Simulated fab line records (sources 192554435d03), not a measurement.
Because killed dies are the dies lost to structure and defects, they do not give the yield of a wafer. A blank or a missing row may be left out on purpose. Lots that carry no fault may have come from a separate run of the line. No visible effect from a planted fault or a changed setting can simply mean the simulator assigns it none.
Which tool did it? ; flow n5_finfet ; 24 lots, 72 wafers sampled, at 4 steps of a route of 1938

WHAT EACH GAUGE READ, for each wafer
N5_HKMG_FIN_INSPECT_14: inspects for defects (macro).
lot;measured;on;raw_defect_count
L074;day 4 00:30;defect_inspect-01;4 1 0
L075;day 4 12:44;defect_inspect-02;2 2 1
L076;day 4 13:53;defect_inspect-02;3 1 4
L077;day 4 21:42;defect_inspect-02;2 2 5
L078;day 5 05:23;defect_inspect-02;1 0 1
L079;day 5 12:39;defect_inspect-02;6 1 1
L080;day 5 21:10;defect_inspect-02;2 0 0
L081;day 6 04:52;defect_inspect-01;2 1 2
L082;day 6 07:15;defect_inspect-01;4 3 3
L083;day 6 09:13;defect_inspect-01;1 0 0
L084;day 6 17:30;defect_inspect-02;3 2 2
L085;day 6 22:31;defect_inspect-02;2 1 1
L086;day 7 04:45;defect_inspect-02;3 2 3
L087;day 7 12:18;defect_inspect-01;0 1 0
L088;day 7 17:33;defect_inspect-02;2 1 2
L089;day 8 00:46;defect_inspect-02;1 2 1
L090;day 8 04:41;defect_inspect-01;6 2 1
L091;day 8 10:39;defect_inspect-02;1 0 3
L092;day 8 15:01;defect_inspect-02;0 2 2
L093;day 9 00:47;defect_inspect-01;4 2 1
L094;day 9 03:59;defect_inspect-02;4 3 0
L095;day 9 10:33;defect_inspect-02;2 2 3
L096;day 9 19:32;defect_inspect-01;2 4 4
L097;day 10 02:20;defect_inspect-02;6 1 2

N5_GATE_CUT_INSPECT_15: inspects for defects (brightfield).
lot;measured;on;raw_defect_count
L074;day 4 09:04;defect_inspect-01;213 146 151
L075;day 4 21:23;defect_inspect-02;166 130 138
L076;day 4 23:55;defect_inspect-02;138 90 114
L077;day 5 06:44;defect_inspect-02;98 72 83
L078;day 5 13:35;defect_inspect-02;121 133 72
L079;day 5 21:30;defect_inspect-01;108 98 187
L080;day 6 06:44;defect_inspect-01;178 87 113
L081;day 6 13:04;defect_inspect-02;122 79 111
L082;day 6 15:50;defect_inspect-02;110 143 122
L083;day 6 18:32;defect_inspect-02;206 133 284
L084;day 7 02:05;defect_inspect-01;84 93 74
L085;day 7 06:44;defect_inspect-01;134 108 138
L086;day 7 12:58;defect_inspect-01;150 141 152
L087;day 7 20:43;defect_inspect-02;180 152 177
L088;day 8 02:17;defect_inspect-01;104 123 110
L089;day 8 10:01;defect_inspect-02;57 70 97
L090;day 8 13:08;defect_inspect-02;156 101 115
L091;day 8 22:06;defect_inspect-01;98 106 111
L092;day 9 02:44;defect_inspect-02;111 116 93
L093;day 9 09:04;defect_inspect-01;86 115 154
L094;day 9 12:55;defect_inspect-02;131 145 71
L095;day 9 18:58;defect_inspect-01;178 219 261
L096;day 10 03:41;defect_inspect-01;72 159 103
L097;day 10 11:04;defect_inspect-02;180 193 161

WHAT TOOL EACH LOT RAN ON (gives the tool, then ch and the chambers of the sampled wafers, and finally the start)
lot;N5_HKMG_FIN_ETCHBACK_68;N5_HKMG_FIN_STRIP_69
L074;rie_metal-02 ch 0,1, day 4 03:27;plasma_asher-02 ch 0,1, day 4 03:41
L075;rie_metal-03 ch 0,1, day 4 15:42;plasma_asher-01 ch 0,1, day 4 15:50
L076;rie_metal-01 ch 0,1, day 4 17:13;plasma_asher-02 ch 0,1, day 4 17:21
L077;rie_metal-02 ch 1, day 5 01:11;plasma_asher-01 ch 0,1, day 5 01:20
L078;rie_metal-02 ch 0,1, day 5 08:04;plasma_asher-01 ch 0,1, day 5 08:17
L079;rie_metal-02 ch 0,1, day 5 15:38;plasma_asher-01 ch 0,1, day 5 15:47
L080;rie_metal-03 ch 0,1, day 6 01:16;plasma_asher-02 ch 0,1, day 6 01:25
L081;rie_metal-03 ch 0,1, day 6 07:31;plasma_asher-01 ch 0,1, day 6 07:39
L082;rie_metal-02 ch 0,1, day 6 10:04;plasma_asher-02 ch 0,1, day 6 10:12
L083;rie_metal-03 ch 1, day 6 12:04;plasma_asher-02 ch 0,1, day 6 12:13
L084;rie_metal-03 ch 0,1, day 6 20:25;plasma_asher-02 ch 0,1, day 6 20:34
L085;rie_metal-01 ch 1, day 7 01:16;plasma_asher-02 ch 0,1, day 7 01:25
L086;rie_metal-02 ch 0,1, day 7 07:26;plasma_asher-02 ch 0,1, day 7 07:39
L087;rie_metal-01 ch 0,1, day 7 15:07;plasma_asher-01 ch 0,1, day 7 15:20
L088;rie_metal-01 ch 0,1, day 7 20:15;plasma_asher-02 ch 0,1, day 7 20:23
L089;rie_metal-03 ch 0,1, day 8 04:28;plasma_asher-01 ch 0,1, day 8 04:36
L090;rie_metal-02 ch 0,1, day 8 07:27;plasma_asher-01 ch 0,1, day 8 07:35
L091;rie_metal-03 ch 0,1, day 8 13:31;plasma_asher-01 ch 0,1, day 8 13:39
L092;rie_metal-03 ch 0,1, day 8 17:52;plasma_asher-01 ch 0,1, day 8 18:05
L093;rie_metal-01 ch 0,1, day 9 03:30;plasma_asher-01 ch 0, day 9 03:38
L094;rie_metal-01 ch 0,1, day 9 07:17;plasma_asher-01 ch 0,1, day 9 07:26
L095;rie_metal-01 ch 0,1, day 9 13:28;plasma_asher-02 ch 0,1, day 9 13:36
L096;rie_metal-03 ch 0,1, day 9 22:15;plasma_asher-02 ch 0,1, day 9 22:23
L097;rie_metal-01 ch 0,1, day 10 05:20;plasma_asher-01 ch 1, day 10 05:28
- N5_HKMG_FIN_ETCHBACK_68: etches the open film in Cl2/Ar, stops on HfO2, target depth 0.5 nm.
- N5_HKMG_FIN_STRIP_69: strips in N2/H2, time 360 s.

WHAT THE TOOLS THEMSELVES READ (means of the sampled wafers that have a number; where no wafer has one, the mark that the record gives instead)
N5_HKMG_FIN_ETCHBACK_68.
lot;tool;drypump_motor_current_A (A);mfc_ar_sccm (sccm);oes_product_au (a.u.);throttle_valve_pct (%)
L074;rie_metal-02;5.4;59.93;0.81;20.4
L075;rie_metal-03;5.1;59.93;0.77;21.3
L076;rie_metal-01;5.5;60.08;0.77;20.8
L077;rie_metal-02;5.3;60.05;0.87;20.7
L078;rie_metal-02;5.3;60.02;0.83;20.6
L079;rie_metal-02;5.4;60.09;0.80;20.4
L080;rie_metal-03;5.4;60.04;0.84;21.2
L081;rie_metal-03;5.1;60.04;0.73;21.3
L082;rie_metal-02;5.4;59.89;0.79;20.5
L083;rie_metal-03;5.6;59.82;0.92;21.0
L084;rie_metal-03;5.1;60.12;0.74;21.3
L085;rie_metal-01;6.1;60.11;0.81;21.2
L086;rie_metal-02;5.3;60.20;0.82;20.6
L087;rie_metal-01;5.8;60.13;0.78;21.0
L088;rie_metal-01;5.8;59.88;0.78;21.0
L089;rie_metal-03;5.4;60.12;0.82;21.2
L090;rie_metal-02;5.3;60.08;0.81;20.6
L091;rie_metal-03;5.4;60.02;0.81;21.2
L092;rie_metal-03;5.1;60.05;0.73;21.3
L093;rie_metal-01;5.5;59.97;0.75;20.9
L094;rie_metal-01;5.6;60.18;0.74;20.9
L095;rie_metal-01;5.5;59.79;0.75;20.9
L096;rie_metal-03;5.4;59.94;0.80;21.2
L097;rie_metal-01;5.8;60.13;0.77;21.0

N5_HKMG_FIN_STRIP_69.
lot;tool;drypump_motor_current_A (A);heater_power_w (W)
L074;plasma_asher-02;6.5;459
L075;plasma_asher-01;5.8;430
L076;plasma_asher-02;6.4;459
L077;plasma_asher-01;5.9;420
L078;plasma_asher-01;5.9;410
L079;plasma_asher-01;5.8;426
L080;plasma_asher-02;6.4;463
L081;plasma_asher-01;5.8;431
L082;plasma_asher-02;6.4;455
L083;plasma_asher-02;6.4;466
L084;plasma_asher-02;6.5;451
L085;plasma_asher-02;6.4;459
L086;plasma_asher-02;6.5;456
L087;plasma_asher-01;5.8;415
L088;plasma_asher-02;6.4;456
L089;plasma_asher-01;5.8;429
L090;plasma_asher-01;5.8;424
L091;plasma_asher-01;5.8;429
L092;plasma_asher-01;5.9;411
L093;plasma_asher-01;5.7;443
L094;plasma_asher-01;5.8;425
L095;plasma_asher-02;6.5;458
L096;plasma_asher-02;6.5;459
L097;plasma_asher-01;5.9;404

THE ANSWER, worked out from the rows above alone
Rule: the usual values come from the lots themselves. The widest of any qualifying gaps counts: lots, ordered by their means at a reading, are off when they make up no more than a third of the lots, leave a main group of 4 or more, and stand apart from it by 3 or more times the standard deviation of that group's means. A main group is skipped when, at the precision printed for the reading in the tables above, its means are all equal. Also off: a lot with no number at a reading for which 4 or more lots have one. The other lots that the step has rows for count as sound. After the gauges, taken in route order, come the tools' own readings; for these a lot's mean is taken, as printed above. The first step at which some lot is off is used, and at that step the reading that is off furthest; a lot without a number counts as furthest.
Nothing can be told from this: no lot is off at any reading shown.

WHAT WAS PUT IN BY THE SIMULATOR
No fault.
